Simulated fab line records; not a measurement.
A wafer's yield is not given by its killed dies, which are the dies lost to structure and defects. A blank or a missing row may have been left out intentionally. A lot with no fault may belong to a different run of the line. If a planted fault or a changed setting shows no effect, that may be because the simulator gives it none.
Matching of chambers	flow nand harc	rie si-03 running NHARC_A_DECK1_JOINT_ETCHBACK_00: 4 sister chambers
The step etches the open film in HBr, target depth 30 nm, time 17.4 s. 8 wafers are shown with their chamber, then 7 later ones without.

## WAFERS, EACH WITH ITS CHAMBER
wafer	chamber	drypump motor current A (A)	throttle valve pct (%)
L490.2	3	5.5	23.288
L490.6	3	5.6	23.255
L492.4	2	6.2	23.273
L497.1	2	6.2	23.282
L499.1	1	5.4	23.260
L499.6	0	5.7	23.252
L500.1	1	5.4	23.276
L500.4	0	5.7	23.274

## WAFERS WITH NO CHAMBER GIVEN
wafer	drypump motor current A (A)	throttle valve pct (%)
L500.6	5.4	23.260
L502.1	6.2	23.276
L502.2	5.4	23.267
L502.6	6.2	23.260
L504.2	6.2	23.254
L504.3	5.7	23.277
L504.4	5.4	23.264

## WHICH CHAMBER EACH ONE RAN IN
wafer	from the rows above	in truth
L500.6	1	1
L502.1	2	2
L502.2	1	1
L502.6	2	2
L504.2	2	2
L504.3	0	0
L504.4	1	1
7 of 7 placed correctly. Can't be placed from these rows: 0. Wrongly placed: 0.
How it was worked out, from the rows above alone: a wafer's distance from a chamber is the root of the sum, over the readings, of the square of ((its reading less the chamber's mean) divided by the reading's scatter). If the next closest chamber is less than 2 further off than the closest, the wafer can't be placed; otherwise it belongs to the closest. For every chamber, the mean is computed from those of its wafers that are shown. The scatter is the square root of a quotient: the sum, over the shown wafers, of each reading's squared deviation from its chamber's mean, divided by wafers minus chambers.
